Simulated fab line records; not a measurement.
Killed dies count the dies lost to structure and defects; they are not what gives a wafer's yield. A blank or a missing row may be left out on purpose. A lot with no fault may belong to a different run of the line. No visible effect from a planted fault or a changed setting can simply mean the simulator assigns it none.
Problem report in the 8D (eight disciplines) form, filled by code    flow n5_finfet    the parts of the form that need people (team, actions taken, sign-off) are left out

== 1. WHAT WENT WRONG ==
Mean of killed_at_M4_up at N5_PASSIVATION_PROBE_49: 347 across 6 wafers in 2 lots; on wafers with no fault it is 13 (standard deviation 5.2). Measured from the usual mean, that is +64 standard deviations.
First observed at day 14 20:56: wafer L690.1, on prober-01. At this step, 33 wafers from 11 lots have a number in the record. The rule behind "out" and "out of limits": a value lying over 4 standard deviations away from the usual mean. Any other wafer with a number is counted as sound.

== 2. WHAT IT IS AND WHAT IT IS NOT ==
question                     is                                                                                                                                      is not
which readings at this step  killed_at_M4_up, defect_limited_yield, killed_dies, killed_on_rim, sort_bin_5_function, sort_bin_6_memory, sort_n_pass, sort_yield_pct  killed_at_M0_to_M3, killed_at_contacts, killed_open, killed_short, sort_bin_4_leakage
which lots                   L690, L691                                                                                                                              L683, L684, L685, L686, L687, L699, L701, L702, L703
which wafers of those lots   all that have a number                                                                                                                  -
read on which tools          prober-01                                                                                                                               prober-02
when                         from day 14 20:56                                                                                                                       up to then (15 sound wafers); but 12 sound wafers of L699, L701, L702, L703 came after

== 3. SUSPECTS, AND WHAT RULES EACH OUT ==
Counting: a tool at a process step up to the reading stays a suspect if it ran every lot that is out and no sound lot after the first of them.
- ecd_cu-02 at N5_BEOL_M6_ECD_50 (material Cu, target thk 300 nm): ruled out as a lasting fault. After its first lot that is out, L690 (day 11 06:08), sound lots L702, L701, L703 ran on it.
- rie_metal-01 at N5_PASSIVATION_ETCH_59 (etches TaN in Cl2/BCl3, target depth 65 nm, time 34.9 s): ruled out as a lasting fault. After its first lot that is out, L690 (day 14 15:19), sound lots L699 ran on it.
- prober-01 at N5_PASSIVATION_PROBE_49: ruled out as a lasting fault. After its first lot that is out, L690 (day 14 20:56), sound lots L699, L702, L703 ran on it.
Left after counting: nothing in the record.

== 4. THE CAUSE (what the simulator had put in) ==
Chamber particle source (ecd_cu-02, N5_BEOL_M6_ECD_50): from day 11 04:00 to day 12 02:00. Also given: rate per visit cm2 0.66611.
The count ruled it out by mistake, since the rule takes a fault to strike every lot its tool runs from the start of the fault on, and this one did not do so.

== 5. THE CHAIN OF EFFECTS, in route order ==
One row per reading whose mean, taken over the struck wafers that have a number, lies over 3 standard deviations from the usual. Only readings whose record carries a usual standard deviation are examined. hours: median over the lots of the time between each lot's start at the first step of this table that gives one and its start at this step. sigmas: the change, counted in usual standard deviations.
hours  step                     reading               usual   on struck wafers  change  sigmas
0      N5_PASSIVATION_PROBE_49  defect_limited_yield  91.3 %  62.5              -28.8   -21
0      N5_PASSIVATION_PROBE_49  killed_at_M4_up       13      347               +334    +64
0      N5_PASSIVATION_PROBE_49  killed_dies           103     443               +340    +20
0      N5_PASSIVATION_PROBE_49  killed_on_rim         13      55                +42     +12
0      N5_PASSIVATION_PROBE_49  sort_bin_5_function   5.2 %   23.5              +18.3   +20
0      N5_PASSIVATION_PROBE_49  sort_bin_6_memory     3.2 %   12.0              +8.8    +13
0      N5_PASSIVATION_PROBE_49  sort_n_pass           1077    737               -340    -20
0      N5_PASSIVATION_PROBE_49  sort_yield_pct        91.3 %  62.5              -28.8   -21
The process steps in it:
- N5_PASSIVATION_PROBE_49

== 6. WHAT WOULD HAVE CAUGHT IT SOONER ==
First out-of-limits reading in this record: day 14 20:56, which is 89 hours after fault onset at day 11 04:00.
